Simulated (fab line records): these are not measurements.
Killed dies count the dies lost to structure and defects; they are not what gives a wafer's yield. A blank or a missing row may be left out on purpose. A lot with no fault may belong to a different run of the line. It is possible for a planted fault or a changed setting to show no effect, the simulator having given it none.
Code-filled problem report in 8D (eight disciplines) form	flow n5Finfet	the parts of the form that need people (team, actions taken, sign-off) are left out
Where a reading is given only as a bound, like >300, the bound stands for it, and a mean or a difference that rests on one is marked > or <: the true number lies beyond.

== 1. WHAT IS WRONG ==
At N5_SD_EPI_N_INSPECT_26, rawDefectCount averages 1542 over 6 wafers from 2 lots, while fault-free wafers read 195, standard deviation 34. Relative to the usual mean, that is a shift of +40 standard deviations.
The step: inspects for defects (darkfield).
Earliest sighting: wafer L891.3 on defectInspect-02 at day 8 00:05. The record has a number at this step for 12 wafers belonging to 4 lots. By rule, "out" or "out of limits" means more than 4 standard deviations away from the usual mean. All remaining wafers that have a number are taken as sound.

== 2. WHAT THIS IS AND IS NOT ==
question	is	is not
which readings at this step	rawDefectCount	-
which lots	L891, L892	L872, L879
which wafers of those lots	all that have a number	-
read on which gauges	defectInspect-01, defectInspect-02	-
when	from day 8 00:05	up to then (6 sound wafers)

== 3. WHAT RULES OUT EACH SUSPECT ==
Counting: a tool stays on the suspect list if, at a process step up to the reading, it processed all lots that are out and no sound lot following the first of them.
- the gauge at N5_SD_EPI_N_INSPECT_26 is ruled out. The wafers that are out were read on 2 gauges (defectInspect-01, defectInspect-02).
- rieDiel-01 at N5_SD_EPI_N_ETCH_45 (etches SiOCN in CH3F/O2, target depth 6 nm): kept. It processed each lot that is out, first L891 at day 7 19:53, and no sound lot thereafter; up to then, the last sound lot it processed was L879 at day 4 22:32.
Left after counting: rieDiel-01 at N5_SD_EPI_N_ETCH_45.

== 4. THE CAUSE (what the simulator had put in) ==
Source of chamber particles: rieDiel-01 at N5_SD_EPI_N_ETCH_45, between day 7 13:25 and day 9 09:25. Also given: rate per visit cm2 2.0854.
This tool alone remained once counting was done.

== 5. THE EFFECT CHAIN, in route order ==
Rows list readings where the struck wafers' mean (over those with a number) sits beyond 3 standard deviations from the usual. Readings are gone through only where the record gives a usual standard deviation; hours: the median, over the lots, of the time from a lot's start at the first step in this table giving one to that lot's start at this step; sigmas: the change measured in usual standard deviations.
hours	step	reading	usual	on struck wafers	change	sigmas
0	N5_SD_EPI_N_INSPECT_26	rawDefectCount	195	1542	+1348	+40
0	N5_SD_EPI_P_INSPECT_11	rawDefectCount	2.1	>300	>+298	+99 or more
220	N5_PASSIVATION_PROBE_49	defectLimitedYield	91.5 %	79.6	-11.9	-8.5
220	N5_PASSIVATION_PROBE_49	killedAtFrontEnd	38	182	+144	+12
220	N5_PASSIVATION_PROBE_49	killedDies	100	241	+141	+8.8
220	N5_PASSIVATION_PROBE_49	sort_bin_5_function	5.0 %	12.1	+7.1	+7.3
220	N5_PASSIVATION_PROBE_49	sortNPass	1080	939	-141	-8.8
220	N5_PASSIVATION_PROBE_49	sortYieldPct	91.5 %	79.6	-11.9	-8.5
Here are the process steps it includes:
- N5_PASSIVATION_PROBE_49
At these later measuring or inspecting steps, every struck wafer for which the step has a row has a number for every such reading, and none has moved that far: N5_BEOL_M4_RC_MEAS_101.

== 6. HOW IT WOULD HAVE BEEN CAUGHT EARLIER ==
11 hours passed between the start of the fault at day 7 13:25 and the first reading out of limits at a measuring or inspecting step in this record, taken at day 8 00:05.
Tool readings at N5_SD_EPI_N_ETCH_45 with a usual standard deviation given in the record: none out on any struck wafer, hence no alarm at a limit of 4 standard deviations on them.
Lots out: 2; of these, L892 started N5_SD_EPI_N_ETCH_45 on rieDiel-01 after day 8 00:05. It would have been spared by a hold on the tool at that moment.
